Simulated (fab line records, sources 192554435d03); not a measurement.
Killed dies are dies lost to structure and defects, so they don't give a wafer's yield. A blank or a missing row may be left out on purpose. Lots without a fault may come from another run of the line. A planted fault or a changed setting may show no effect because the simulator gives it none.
Problem report in the 8D (eight disciplines) form, filled by code | flow n5_finfet | the parts of the form that need people (team, actions taken, sign-off) are left out

1. THE PROBLEM
trench_depth_nm at N5_FIN_SAQP_OCD_MEAS_76 reads a mean of 78 nm on 3 wafers of 3 lots; wafers without a fault read 118 nm with a standard deviation of 3. That is -13 standard deviations from the usual mean.
First seen on wafer L530.6, day 6 09:28, on ocd-01. The record holds 13 wafers of 5 lots with a number at this step. Rule for "out", or "out of limits": more than 4 standard deviations from the usual mean. The other wafers with a number count as sound.

2. WHAT IT IS AND WHAT IT IS NOT
question                    | is                     | is not
which readings at this step | trench_depth_nm        | -
which lots                  | L530, L531, L532       | L520, L527
which wafers of those lots  | L530.6, L531.6, L532.5 | L530.4, L531.3, L531.4, L532.4
read on which gauges        | ocd-01, ocd-02         | -
when                        | from day 6 09:28       | up to then (7 sound wafers); but 3 sound wafers of L531, L532 came after

3. SUSPECTS, AND WHAT RULES EACH OUT
Counting: a tool at a process step up to the reading stays a suspect if it ran every lot that is out. Sound lots after the first of them don't rule it out here, since some wafers of a struck lot are sound.
- the gauge at N5_FIN_SAQP_OCD_MEAS_76: ruled out. The wafers that are out were read on 2 gauges (ocd-01, ocd-02).
- rie_si-03 at N5_FIN_SAQP_FIN_ETCH_36 (etches the open film in HBr/Cl2/O2, target depth 120 nm, time 50.4 s): kept. It ran every lot that is out, first L530 (day 6 09:15); its last sound lot up to then is L527 (day 5 14:34). Its own readings are out on those wafers: oes_product_au.
Left after counting: rie_si-03 at N5_FIN_SAQP_FIN_ETCH_36.

4. THE CAUSE (what the simulator had put in)
Process parameter drift: rie_si-03, from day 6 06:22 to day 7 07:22, at N5_FIN_SAQP_FIN_ETCH_36. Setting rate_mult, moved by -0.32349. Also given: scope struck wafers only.
Counting left only this tool.

5. THE CHAIN OF EFFECTS, in route order
Each row: a reading whose mean over the struck wafers that have a number lies more than 3 standard deviations from the usual. Only readings for which the record gives a usual standard deviation are gone through. hours: the time from each lot's start at the first step in this table that gives one to its start at this step, as a median over the lots. sigmas: the change in usual standard deviations.
hours | step                    | reading         | usual      | on struck wafers | change | sigmas
0     | N5_FIN_SAQP_FIN_ETCH_36 | oes_product_au  | 0.987 a.u. | 0.746            | -0.241 | -10
0     | N5_FIN_SAQP_OCD_MEAS_76 | trench_depth_nm | 118 nm     | 78               | -40    | -13
The process steps in it:
- N5_FIN_SAQP_FIN_ETCH_36: etches the open film in HBr/Cl2/O2, target depth 120 nm, time 50.4 s.

6. WHAT WOULD HAVE CAUGHT IT SOONER
In this record the first reading out of limits at a measuring or inspecting step was taken at day 6 09:28, 3 hours after the fault began at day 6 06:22.
The tool's own readings at N5_FIN_SAQP_FIN_ETCH_36 were out on every struck wafer that the step has a row for (oes_product_au): an alarm limit on them would have fired on the first of those.
Of the lots that are out (3), L531, L532 began N5_FIN_SAQP_FIN_ETCH_36 on rie_si-03 after day 6 09:28. A hold on the tool at that time would have spared those 2.
